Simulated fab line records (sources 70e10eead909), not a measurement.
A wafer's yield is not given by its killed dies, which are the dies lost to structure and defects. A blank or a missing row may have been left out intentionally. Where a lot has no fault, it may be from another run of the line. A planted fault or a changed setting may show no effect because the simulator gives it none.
fab line records    flow nandHarc
record: lots: 6  wafers: 18  lastDay: 25
route steps=1159 shown P_BONDPAD@360 END@1159
lots that met no fault: from a run of the same line without faults
startH: start of the lot's first displayed wafer, in hours after the record's first day    waitH: time in hours since the lot's previous step    " same as the row above    L1.1+2: one row covering several wafers at once    - no value, or no start was given    * or withheld: withheld    < > ~ a bound
route shown NAME@n: a module of which the file shows steps, and the number in the route of the first    usual: mean/standard deviation taken from wafers without a fault    same: alike in all rows    chamber/n: place in a boat    sites: readings site by site    _std_site: the standard deviation of these    _edge_site: inner sites' mean taken away from outer sites' mean    radiusMm: how far each site lies from the wafer's centre    mask NAME#n: copy n    behind: the most recent tool/chamber to have shaped the wafer    hold: what put the lot on hold/how long, in hours/how the hold closed    device: which transistor (n, p or np) failed to switch    end of line: the route-end tests of the same wafers    a step without rows: its recipe alone    killed: dies lost to structure and defects at the first sort, not the wafer's yield    map: a wafer's dies, marking killed ones x, the rest . and places with no die _
set.NAME: the setting the step ran with; set.NAME@STEP: the setting that earlier step ran with    model.NAME: the simulator's own value behind a step, which no gauge read
a table for each step, a row for each wafer; lots at some steps of the route
services: from which hour (startH, from the record's first day; less than 0 if before it) a tool's chamber was out of use, for how many hours, and why
== steps ==
step: NHARC_P_BONDPAD_EBR_05
step: NHARC_P_BONDPAD_EXPOSE_06
recipe: na: 0.55  doseMj: 37.06  maskId: P_BPAD
step: NHARC_P_BONDPAD_PEB_07
recipe: pebTempC: 128  pebTimeS: 80
step: NHARC_P_BONDPAD_DEVELOP_08
recipe: timeS: 50  devTempC: 22
step: NHARC_P_BONDPAD_CD_MEAS_09
recipe: targetCdNm: 500  landingEnergyEv: 500
usual: cdNm: 501.8/2.5
lot.wafer  tool      chamber  startH  waitH  cdNm
L636.2     cdSem-01  0        152.24  -      499.2
L636.4     "         0        "       "      500.1
L636.6     "         0        "       "      500.6
L644.2     cdSem-03  0        212.41  -      495.9
L644.4     "         0        "       "      498.0
L644.5     "         0        "       "      496.4
L646.3     cdSem-03  0        213.24  -      508.4
L646.5     "         0        "       "      503.4
L646.6     "         0        "       "      506.0
L650.2     cdSem-03  0        239.04  -      501.7
L650.4     "         0        "       "      503.8
L650.6     "         0        "       "      501.4
L654.2     cdSem-02  0        257.56  -      502.1
L654.5     "         0        "       "      498.8
L654.6     "         0        "       "      497.5
L655.1     cdSem-01  0        280.92  -      500.2
L655.2     "         0        "       "      503.7
L655.5     "         0        "       "      501.0
step: NHARC_P_BONDPAD_OVL_MEAS_38
usual: overlayXNm: 3/6.2  overlayYNm: 0/6.9
lot.wafer  tool        chamber  startH  waitH  overlayXNm  overlayYNm
L636.2     overlay-01  -        152.33  -      -4          9
L636.4     "           -        "       "      -4          9
L636.6     "           -        "       "      -4          9
L644.2     overlay-02  -        212.50  -      3           2
L644.4     "           -        "       "      3           2
L644.5     "           -        "       "      3           3
L646.3     overlay-01  -        213.32  -      2           -4
L646.5     "           -        "       "      2           -4
L646.6     "           -        "       "      1           -4
L650.2     overlay-02  -        239.14  -      -2          -11
L650.4     "           -        "       "      -3          -11
L650.6     "           -        "       "      -2          -11
L654.2     overlay-02  -        257.64  -      0           8
L654.5     "           -        "       "      -1          9
L654.6     "           -        "       "      0           8
L655.1     overlay-02  -        281.01  -      -5          0
L655.2     "           -        "       "      -6          0
L655.5     "           -        "       "      -5          0
step: NHARC_P_BONDPAD_HARDBAKE_10
recipe: tempC: 118  timeS: 65
step: NHARC_P_BONDPAD_DESCUM_11
recipe: timeS: 3  o2FlowSccm: 200  arFlowSccm: 0  biasPowerW: 0  chemistry: O2
usual: drypumpMotorCurrentA: 5.7/0.4  oesProductAu: 1.000/0.011  rfVppV: 57.6/0.9  showerheadPlenumPTorr: 1.89/0.09  throttleValvePct: 11.311/0.0088
lot.wafer  tool        chamber  startH  waitH  drypumpMotorCurrentA  oesProductAu  rfHoursCounterH  rfVppV  showerheadPlenumPTorr  throttleValvePct
L636.4     rieDiel-10  3        152.46  -      6.0                   1.011         54               58.9    1.98                   11.307
L636.2     "           0        "       "      6.3                   0.984         51               59.2    2.04                   11.322
L636.6     "           3        "       "      6.0                   1.009         -                57.7    1.98                   11.316
L644.4     rieDiel-08  2        212.62  -      5.7                   1.007         6                58.3    1.82                   11.296
L644.2     "           1        "       "      6.0                   1.005         5                57.9    2.03                   11.320
L644.5     "           2        "       "      5.7                   1.008         -                58.4    1.82                   11.311
L646.3     rieDiel-08  3        213.44  -      5.0                   0.997         7                57.1    1.92                   11.301
L646.5     "           3        "       "      5.0                   0.997         -                57.4    1.92                   11.302
L646.6     "           0        "       "      5.6                   1.006         -                56.3    1.78                   11.300
L650.2     rieDiel-11  1        239.28  -      5.2                   0.977         19               57.0    1.80                   11.309
L650.4     "           0        "       "      6.0                   0.985         -                58.4    1.94                   11.337
L650.6     "           3        "       "      5.9                   1.002         -                56.2    1.89                   11.298
L654.2     rieDiel-08  2        257.79  -      5.7                   0.995         11               56.5    1.82                   11.302
L654.5     "           2        "       "      5.7                   1.011         -                57.4    1.82                   11.294
L654.6     "           3        "       "      5.0                   1.007         -                57.5    1.92                   11.321
L655.2     rieDiel-08  2        281.14  -      5.7                   1.003         13               58.2    1.82                   11.308
L655.1     "           1        "       "      6.0                   1.001         13               59.1    2.03                   11.311
L655.5     "           3        "       "      5.0                   0.996         -                58.5    1.92                   11.302
step: NHARC_P_BONDPAD_ETCH_37
recipe: targetDepthA: 600  overetchA: 180  timeS: 65.91  ionEnergyEv: 200  n2FlowSccm: 150  h2FlowSccm: 150  arFlowSccm: 0  rfW: 400  biasW: 150  chemistry: N2/H2
usual: biasW: 150.0/0.45  chamberPressureMTorr: 30.000/0.028  drypumpMotorCurrentA: 5.7/0.41  n2FlowSccm: 150.0/0.46  oesProductAu: 1.002/0.011  rfVppV: 429.9/2.9  showerheadPlenumPTorr: 2.02/0.1  throttleValvePct: 14.172/0.0091
lot.wafer  tool        chamber  startH  waitH  biasW  chamberPressureMTorr  drypumpMotorCurrentA  n2FlowSccm  oesProductAu  rfHoursCounterH  rfVppV  showerheadPlenumPTorr  throttleValvePct
L636.4     rieDiel-10  1        152.54  0.1    150.9  30.007                6.3                   149.5       1.009         44               427.0   1.89                   14.170
L636.2     "           3        "       "      149.8  30.022                6.0                   150.2       1.016         54               433.4   2.11                   14.156
L636.6     "           1        "       "      150.0  29.976                6.3                   149.9       1.009         -                425.8   1.89                   14.157
L644.2     rieDiel-08  3        212.72  0.1    149.9  29.946                5.0                   150.0       1.001         7                430.0   2.05                   14.158
L644.4     "           0        "       "      149.9  29.950                5.6                   151.0       0.993         6                426.7   1.89                   14.180
L644.5     "           2        "       "      150.4  29.971                5.7                   151.1       1.004         -                428.3   1.94                   14.170
L646.3     rieDiel-08  2        213.54  0.1    149.7  29.960                5.7                   150.0       1.008         6                427.1   1.94                   14.164
L646.6     "           0        "       "      149.6  30.002                5.6                   149.5       1.006         -                427.5   1.89                   14.175
L646.5     "           1        "       "      149.5  29.987                6.0                   149.9       1.016         -                433.8   2.17                   14.165
L650.2     rieDiel-11  0        239.38  0.1    149.9  30.020                6.1                   149.7       0.996         19               431.1   2.07                   14.165
L650.4     "           0        "       "      150.5  29.994                6.1                   150.1       1.007         -                432.2   2.07                   14.178
L650.6     "           1        "       "      149.4  30.009                5.2                   150.0       0.975         -                426.8   1.92                   14.167
L654.2     rieDiel-08  2        257.89  0.1    149.5  30.001                5.7                   150.1       0.997         11               427.3   1.94                   14.171
L654.6     "           3        "       "      150.0  29.998                5.0                   150.1       0.996         -                431.2   2.04                   14.176
L654.5     "           0        "       "      150.2  29.979                5.6                   150.7       1.008         -                428.1   1.89                   14.164
L655.2     rieDiel-08  1        281.23  0.1    149.9  30.003                6.0                   150.3       1.002         13               433.2   2.17                   14.168
L655.1     "           2        "       "      150.5  29.984                5.7                   150.8       1.017         13               427.5   1.93                   14.179
L655.5     "           1        "       "      149.7  29.997                6.0                   149.7       1.006         -                433.5   2.17                   14.183
step: NHARC_P_BONDPAD_ETCH_12
recipe: targetDepthA: 2000  timeS: 100  chf3FlowSccm: 50  o2FlowSccm: 10  arFlowSccm: 200  rfW: 500  biasW: 200  chemistry: CHF3/O2
usual: biasW: 200.0/0.69  chamberPressureMTorr: 25.002/0.023  drypumpMotorCurrentA: 5.7/0.42  oesProductAu: 0.935/0.022  rfVppV: 369.9/2.4  showerheadPlenumPTorr: 2.38/0.11  throttleValvePct: 20.572/0.0092
lot.wafer  tool        chamber  startH  waitH  biasW  chamberPressureMTorr  drypumpMotorCurrentA  oesProductAu  rfHoursCounterH  rfVppV  showerheadPlenumPTorr  throttleValvePct
L636.4     rieDiel-10  2        -       -      199.7  25.020                5.6                   0.931         52               367.3   2.35                   20.585
L636.2     "           3        "       "      199.2  25.025                6.0                   0.942         54               373.6   2.48                   20.572
L636.6     "           1        "       "      200.1  24.989                6.3                   0.921         -                366.1   2.24                   20.574
L644.2     rieDiel-08  2        -       -      199.5  24.986                5.7                   0.938         6                368.6   2.29                   20.565
L644.4     "           3        "       "      199.0  25.013                5.0                   0.915         7                369.2   2.41                   20.573
L644.5     "           1        "       "      200.8  24.966                6.0                   0.945         -                372.8   2.54                   20.567
L646.3     rieDiel-08  3        -       -      200.8  24.981                5.0                   0.916         7                370.8   2.41                   20.585
L646.5     "           1        "       "      199.3  24.982                6.0                   0.942         -                374.3   2.54                   20.595
L646.6     "           2        "       "      199.5  25.055                5.7                   0.923         -                367.7   2.29                   20.571
L650.2     rieDiel-11  0        -       -      200.1  25.041                6.0                   0.912         19               370.7   2.43                   20.585
L650.6     "           3        "       "      200.7  25.008                5.9                   0.920         -                368.7   2.38                   20.571
L650.4     "           0        "       "      199.8  25.004                6.1                   0.912         -                371.7   2.43                   20.564
L654.2     rieDiel-08  2        -       -      199.4  25.014                5.7                   0.955         11               368.1   2.29                   20.583
L654.6     "           1        "       "      199.1  24.956                6.0                   0.984         -                373.6   2.54                   20.579
L654.5     "           2        "       "      198.3  25.040                5.7                   0.951         -                367.3   2.29                   20.573
L655.2     rieDiel-08  3        -       -      200.3  25.031                5.0                   0.915         13               369.2   2.41                   20.578
L655.1     "           0        "       "      199.6  25.012                5.6                   0.913         13               366.9   2.23                   20.577
L655.5     "           3        "       "      200.1  25.001                5.0                   0.920         -                370.5   2.41                   20.573
step: NHARC_P_BONDPAD_CD_MEAS_13
usual: cdNm: 501.3/2.8
lot.wafer  tool      chamber  startH  waitH  cdNm
L636.2     cdSem-03  -        152.77  -      499.1
L636.4     "         -        "       "      500.1
L636.6     "         -        "       "      501.1
L644.2     cdSem-02  -        212.94  -      496.5
L644.4     "         -        "       "      495.5
L644.5     "         -        "       "      494.7
L646.3     cdSem-02  -        213.76  -      507.7
L646.5     "         -        "       "      502.6
L646.6     "         -        "       "      504.1
L650.2     cdSem-02  -        239.63  -      500.5
L650.4     "         -        "       "      500.4
L650.6     "         -        "       "      502.1
L654.2     cdSem-01  -        258.11  -      501.2
L654.5     "         -        "       "      498.4
L654.6     "         -        "       "      497.9
L655.1     cdSem-03  -        281.45  -      499.8
L655.2     "         -        "       "      502.4
L655.5     "         -        "       "      499.8
step: NHARC_P_BONDPAD_STRIP_15
recipe: o2FlowSccm: 500  arFlowSccm: 0  biasW: 0  chemistry: O2
usual: drypumpMotorCurrentA: 5.7/0.42  oesProductAu: 1.001/0.011  rfVppV: 57.8/0.92  showerheadPlenumPTorr: 3.50/0.16  throttleValvePct: 17.037/0.01
lot.wafer  tool        chamber  startH  waitH  drypumpMotorCurrentA  oesProductAu  rfHoursCounterH  rfVppV  showerheadPlenumPTorr  throttleValvePct
L636.2     rieDiel-11  2        152.89  0.1    6.5                   1.020         47               58.0    3.59                   17.025
L636.6     "           3        "       "      5.9                   0.992         -                57.7    3.51                   17.047
L636.4     "           0        "       "      6.0                   0.983         -                57.6    3.59                   17.015
L644.4     rieDiel-08  1        213.03  0.1    6.0                   1.018         6                59.0    3.73                   17.034
L644.2     "           2        "       "      5.7                   1.010         6                57.3    3.37                   17.033
L644.5     "           0        "       "      5.6                   1.001         -                57.9    3.29                   17.057
L646.3     rieDiel-08  2        213.86  0.1    5.7                   1.001         6                56.4    3.37                   17.028
L646.5     "           0        "       "      5.6                   0.993         -                56.1    3.29                   17.027
L646.6     "           1        "       "      6.0                   1.007         -                58.3    3.73                   17.039
L650.4     rieDiel-08  3        239.72  0.1    5.0                   1.000         9                59.8    3.54                   17.034
L650.2     "           0        "       "      5.7                   1.004         9                57.7    3.29                   17.039
L650.6     "           2        "       "      5.7                   0.993         -                57.5    3.37                   17.037
L654.2     rieDiel-08  1        258.18  0.1    6.0                   1.014         11               59.2    3.73                   17.058
L654.5     "           1        "       "      6.0                   1.017         -                56.7    3.73                   17.053
L654.6     "           2        "       "      5.7                   1.000         -                56.6    3.37                   17.049
L655.1     rieDiel-08  0        281.56  0.1    5.6                   1.001         13               57.8    3.29                   17.039
L655.2     "           1        "       "      6.1                   1.006         13               57.6    3.73                   17.052
L655.5     "           3        "       "      5.0                   1.008         -                59.7    3.53                   17.030
step: NHARC_P_BONDPAD_ETCH_24
recipe: targetDepthA: 300  overEtchFrac: 0.3  timeS: 72.99  ionEnergyEv: 150  cf4FlowSccm: 50  n2FlowSccm: 100  arFlowSccm: 150  rfW: 300  biasW: 100  chemistry: CF4/N2
usual: biasW: 100.0/0.31  cf4FlowSccm: 49.99/0.15  drypumpMotorCurrentA: 5.7/0.4  n2FlowSccm: 99.98/0.3  oesProductAu: 1.002/0.011  rfVppV: 313.8/2.2  showerheadPlenumPTorr: 2.61/0.12  throttleValvePct: 19.794/0.0087
lot.wafer  tool        chamber  startH  waitH  biasW  cf4FlowSccm  drypumpMotorCurrentA  n2FlowSccm  oesProductAu  rfHoursCounterH  rfVppV  showerheadPlenumPTorr  throttleValvePct
L636.2     rieDiel-11  2        153.04  0.1    100.0  50.20        6.6                   100.03      0.990         47               314.6   2.67                   19.798
L636.4     "           2        "       "      100.5  50.31        6.5                   99.89       1.011         -                313.4   2.67                   19.806
L636.6     "           3        "       "      100.4  50.02        5.9                   100.38      0.995         -                314.1   2.61                   19.791
L644.4     rieDiel-08  2        213.18  -      -      -            -                     -           -             -                -       -                      -
L644.2     "           3        "       "      -      -            -                     -           -             -                -       -                      -
L644.5     "           0        "       "      -      -            -                     -           -             -                -       -                      -
L646.3     rieDiel-08  1        213.98  -      -      -            -                     -           -             -                -       -                      -
L646.5     "           1        "       "      -      -            -                     -           -             -                -       -                      -
L646.6     "           2        "       "      -      -            -                     -           -             -                -       -                      -
L650.2     rieDiel-08  2        239.86  -      99.7   49.93        5.7                   99.82       1.007         9                312.0   2.50                   19.797
L650.4     "           3        "       "      99.6   49.95        5.0                   100.41      0.990         9                315.3   2.63                   19.789
L650.6     "           1        "       "      100.2  49.96        6.0                   99.75       1.013         -                315.4   2.78                   19.783
L654.2     rieDiel-08  2        258.34  -      99.9   49.72        5.7                   99.72       0.997         11               311.3   2.50                   19.788
L654.6     "           1        "       "      100.2  49.93        6.0                   100.51      1.021         -                316.3   2.78                   19.800
L654.5     "           2        "       "      99.8   49.93        5.7                   100.65      0.996         -                313.6   2.50                   19.782
L655.1     rieDiel-08  0        281.68  -      99.8   50.06        5.6                   99.72       0.996         13               312.4   2.44                   19.802
L655.2     "           1        "       "      100.0  49.98        6.0                   100.12      1.011         13               316.4   2.77                   19.789
L655.5     "           1        "       "      99.7   49.93        6.0                   100.39      1.006         -                316.9   2.77                   19.787
step: NHARC_P_BONDPAD_STRIP_16
recipe: timeS: 600  tempC: 30  chemistry: postEtchResidueRemover
step: NHARC_END_SORT_01
recipe: tempC: 25
usual: defectLimitedYield: 95.6/1.5  killedAtArray: 27/10  killedAtOther: 0.6/0.83  killedAtPeriphery: 2.4/1.8  killedDies: 30/10  killedOpen: 3.3/1.7  killedShort: 1.8/1.4  sort_bin_2_pct: 1.3/0.69  sort_bin_3_pct: 0.25/0.24  sort_bin_4_pct: 2.8/0.94  sortNPass: 647/10  sortRimYieldPct: 96.7/2.1  sortYieldPct: 95.6/1.5
same: grossDies: 677  sort_bin_5_pct[%]: 0  sort_bin_6_pct[%]: 0  sort_bin_7_pct[%]: 0  sort_bin_8_pct[%]: 0  sortRimNGross: 106.00
lot.wafer  tool       chamber  startH  waitH  defectLimitedYield[%]  killedAtArray  killedAtOther  killedAtPeriphery  killedDies  killedOpen  killedShort  sort_bin_2_pct[%]  sort_bin_3_pct[%]  sort_bin_4_pct[%]  sortNPass  sortRimYieldPct[%]  sortYieldPct[%]
L646.3     prober-01  0        503.50  7.1    0                      25             1              651                677         2           2            97.3               0.30               2.4                0          0                   0
L646.5     prober-01  0        505.08  7.6    0                      13             0              664                677         5           3            98.4               0                  1.6                0          0                   0
L646.6     prober-01  0        505.88  7.9    0                      14             0              663                677         5           1            98.5               0                  1.5                0          0                   0
L644.2     prober-01  0        530.70  2.8    0                      39             0              638                677         3           3            95.3               0.59               4.1                0          0                   0
L644.4     prober-01  0        532.27  3.4    0                      42             0              635                677         1           1            95.6               0.30               4.1                0          0                   0
L644.5     prober-01  0        533.06  3.6    0                      42             0              635                677         4           4            95.3               0.44               4.3                0          0                   0
L654.2     prober-02  0        571.57  2.8    93.5                   42             0              2                  44          5           1            2.8                0.15               3.5                633        94.3                93.5
L654.5     prober-02  0        573.93  3.6    92.5                   47             0              4                  51          5           4            2.1                0.74               4.7                626        91.5                92.5
L654.6     prober-02  0        574.72  3.9    92.9                   43             0              5                  48          3           3            1.9                1.18               4.0                629        92.5                92.9
killed by level:class
L646.3 P_BONDPAD:areaEtch=649 A_CHANNEL_HOLE_D1:chamberFilmFlake=10 A_CONTACT:chamberFilmFlake=7 A_STAIRCASE:chamberFilmFlake=5 P_GATE:geometricParticle:open=1 A_CONTACT:geometricParticle:short=1 A_CONTACT:geometricParticle:open=1 A_BLC:geometricParticle:short=1
L646.5 P_BONDPAD:areaEtch=661 A_CONTACT:chamberFilmFlake=3 A_ONON_D1:geometricParticle:open=2 A_CHANNEL_HOLE_D1:chamberFilmFlake=2 A_STAIRCASE:chamberFilmFlake=2 P_CONTACT:geometricParticle:open=1 P_M1:geometricParticle:open=1 P_M1:geometricParticle:short=1
L646.6 P_BONDPAD:areaEtch=662 A_CONTACT:chamberFilmFlake=4 A_CHANNEL_HOLE_D1:chamberFilmFlake=3 A_STAIRCASE:chamberFilmFlake=2 P_M0:geometricParticle:open=1 A_ONON_D1:geometricParticle:short=1 A_CHANNEL_HOLE_D1:geometricParticle:open=1 A_SGD_CUT:geometricParticle:open=1
L644.2 P_BONDPAD:areaEtch=636 A_CHANNEL_HOLE_D1:chamberFilmFlake=17 A_SLIT:chamberFilmFlake=11 A_CONTACT:chamberFilmFlake=4 P_ZERO_WELL:geometricParticle:short=1 A_CHANNEL_FILL_D1:geometricParticle:open=1 A_STAIRCASE:geometricParticle:short=1 A_SGD_CUT:geometricParticle:short=1
L644.4 P_BONDPAD:areaEtch=634 A_CHANNEL_HOLE_D1:chamberFilmFlake=16 A_SLIT:chamberFilmFlake=10 A_CONTACT:chamberFilmFlake=8 A_STAIRCASE:chamberFilmFlake=6 P_M0:geometricParticle:open=1 A_BLC:geometricParticle:short=1 A_M1:chamberFilmFlake=1
L644.5 P_BONDPAD:areaEtch=634 A_CHANNEL_HOLE_D1:chamberFilmFlake=17 A_SLIT:chamberFilmFlake=13 A_M0:geometricParticle:open=2 A_CONTACT:chamberFilmFlake=2 A_SOURCE_PLATE:geometricParticle:open=1 A_ONON_D1:geometricParticle:short=1 A_CHANNEL_FILL_D1:geometricParticle:short=1
L654.2 A_SLIT:chamberFilmFlake=16 A_CHANNEL_HOLE_D1:chamberFilmFlake=7 A_CONTACT:chamberFilmFlake=7 A_SGD_CUT:chamberFilmFlake=5 A_CONTACT:geometricParticle:open=2 A_M0:geometricParticle:open=2 A_SGD_CUT:geometricParticle:short=1 A_SGD_CUT:geometricParticle:open=1
L654.5 A_SLIT:chamberFilmFlake=17 A_CHANNEL_HOLE_D1:chamberFilmFlake=9 A_CONTACT:chamberFilmFlake=6 A_SGD_CUT:chamberFilmFlake=4 P_ZERO_WELL:chamberFilmFlake=3 A_ONON_D1:geometricParticle:short=2 A_ONON_D1:geometricParticle:open=2 A_CONTACT:geometricParticle:open=2
L654.6 A_SLIT:chamberFilmFlake=17 A_CHANNEL_HOLE_D1:chamberFilmFlake=9 A_SGD_CUT:chamberFilmFlake=6 A_CONTACT:chamberFilmFlake=6 P_M2:chamberFilmFlake=3 P_CONTACT:geometricParticle:open=1 A_ONON_D1:geometricParticle:short=1 A_SGD_CUT:geometricParticle:short=1
map L644.2 (x killed, . not)
____________x____________
_________xxxxxxx_________
_______xxxxxxxxxxx_______
______xxxxxxxxxxxxx______
_____xxxxxxxxxxxxxxx_____
____xxxxxxxxxxxxxxxxx____
____xxxxxxxxxxxxxxxxx____
___xxxxxxxxxxxxxxxxxxx___
___xxxxxxxxxxxxxxxxxxx___
__xxxxxxxxxxxxxxxxxxxxx__
__xxxxxxxxxxxxxxxxxxxxx__
_xxxxxxxxxxxxxxxxxxxxxxx_
_xxxxxxxxxxxxxxxxxxxxxxx_
_xxxxxxxxxxxxxxxxxxxxxxx_
_xxxxxxxxxxxxxxxxxxxxxxx_
_xxxxxxxxxxxxxxxxxxxxxxx_
xxxxxxxxxxxxxxxxxxxxxxxxx
xxxxxxxxxxxxxxxxxxxxxxxxx
xxxxxxxxxxxxxxxxxxxxxxxxx
xxxxxxxxxxxxxxxxxxxxxxxxx
xxxxxxxxxxxxxxxxxxxxxxxxx
_xxxxxxxxxxxxxxxxxxxxxxx_
_xxxxxxxxxxxxxxxxxxxxxxx_
_xxxxxxxxxxxxxxxxxxxxxxx_
_xxxxxxxxxxxxxxxxxxxxxxx_
_xxxxxxxxxxxxxxxxxxxxxxx_
__xxxxxxxxxxxxxxxxxxxxx__
__xxxxxxxxxxxxxxxxxxxxx__
___xxxxxxxxxxxxxxxxxxx___
___xxxxxxxxxxxxxxxxxxx___
____xxxxxxxxxxxxxxxxx____
____xxxxxxxxxxxxxxxxx____
_____xxxxxxxxxxxxxxx_____
______xxxxxxxxxxxxx______
_______xxxxxxxxxxx_______
_________xxxxxxx_________
____________x____________
map L646.3 (x killed, . not)
____________x____________
_________xxxxxxx_________
_______xxxxxxxxxxx_______
______xxxxxxxxxxxxx______
_____xxxxxxxxxxxxxxx_____
____xxxxxxxxxxxxxxxxx____
____xxxxxxxxxxxxxxxxx____
___xxxxxxxxxxxxxxxxxxx___
___xxxxxxxxxxxxxxxxxxx___
__xxxxxxxxxxxxxxxxxxxxx__
__xxxxxxxxxxxxxxxxxxxxx__
_xxxxxxxxxxxxxxxxxxxxxxx_
_xxxxxxxxxxxxxxxxxxxxxxx_
_xxxxxxxxxxxxxxxxxxxxxxx_
_xxxxxxxxxxxxxxxxxxxxxxx_
_xxxxxxxxxxxxxxxxxxxxxxx_
xxxxxxxxxxxxxxxxxxxxxxxxx
xxxxxxxxxxxxxxxxxxxxxxxxx
xxxxxxxxxxxxxxxxxxxxxxxxx
xxxxxxxxxxxxxxxxxxxxxxxxx
xxxxxxxxxxxxxxxxxxxxxxxxx
_xxxxxxxxxxxxxxxxxxxxxxx_
_xxxxxxxxxxxxxxxxxxxxxxx_
_xxxxxxxxxxxxxxxxxxxxxxx_
_xxxxxxxxxxxxxxxxxxxxxxx_
_xxxxxxxxxxxxxxxxxxxxxxx_
__xxxxxxxxxxxxxxxxxxxxx__
__xxxxxxxxxxxxxxxxxxxxx__
___xxxxxxxxxxxxxxxxxxx___
___xxxxxxxxxxxxxxxxxxx___
____xxxxxxxxxxxxxxxxx____
____xxxxxxxxxxxxxxxxx____
_____xxxxxxxxxxxxxxx_____
______xxxxxxxxxxxxx______
_______xxxxxxxxxxx_______
_________xxxxxxx_________
____________x____________
== services ==
tool        chamber  startH  hours  kind
rieDiel-08  1        128.96  3.1    repair
rieDiel-10  2        133.21  3.4    repair
rieDiel-08  0        133.86  -      clean
rieDiel-08  1        133.86  -      clean
rieDiel-08  2        133.86  -      clean
rieDiel-08  3        133.86  -      clean
rieDiel-10  1        135.60  11.1   repair
rieDiel-11  -        139.34  0.5    repair
rieDiel-11  1        140.53  17.6   repair
rieDiel-08  2        143.46  1.6    repair
rieDiel-11  -        153.84  0.3    repair
rieDiel-08  0        158.36  -      clean
rieDiel-08  1        158.36  -      clean
rieDiel-08  2        158.36  -      clean
rieDiel-08  3        158.36  -      clean
rieDiel-08  2        165.10  8.6    repair
rieDiel-10  -        176.50  9.0    pm
rieDiel-08  1        180.46  9.2    repair
rieDiel-08  0        182.86  -      clean
rieDiel-08  2        182.86  -      clean
rieDiel-11  -        189.65  9.0    pm
rieDiel-11  2        202.52  54.4   repair
rieDiel-10  2        206.85  1.4    repair
rieDiel-11  -        237.80  0.4    repair
== key ==
firstSign: step: NHARC_P_BONDPAD_ETCH_24  reading: toolRecord  direction: missing
effect: step: NHARC_END_SORT_01  reading: killedAtPeriphery  direction: up  sigmas: 99+  usual: 2.4  struck: 647.7
moreKillsBornAt: NHARC_P_BONDPAD_ETCH_24@rieDiel-08: 3876
metAt NHARC_P_BONDPAD_ETCH_24
struckWafers L644.2,L644.4,L644.5,L646.3,L646.5,L646.6
laterRowsLeftOut L644.2,L644.4,L644.5,L646.3,L646.5,L646.6
fault: kind: skippedStepWhole  tool: rieDiel-08  chamber: -  onsetH: 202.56  steps: NHARC_P_BONDPAD_ETCH_24  scope: struckLotsOnly
laterRowsLeftOut: the simulator's readings of these wafers behind a module that went badly wrong aren't trusted and aren't shown, but for the sort
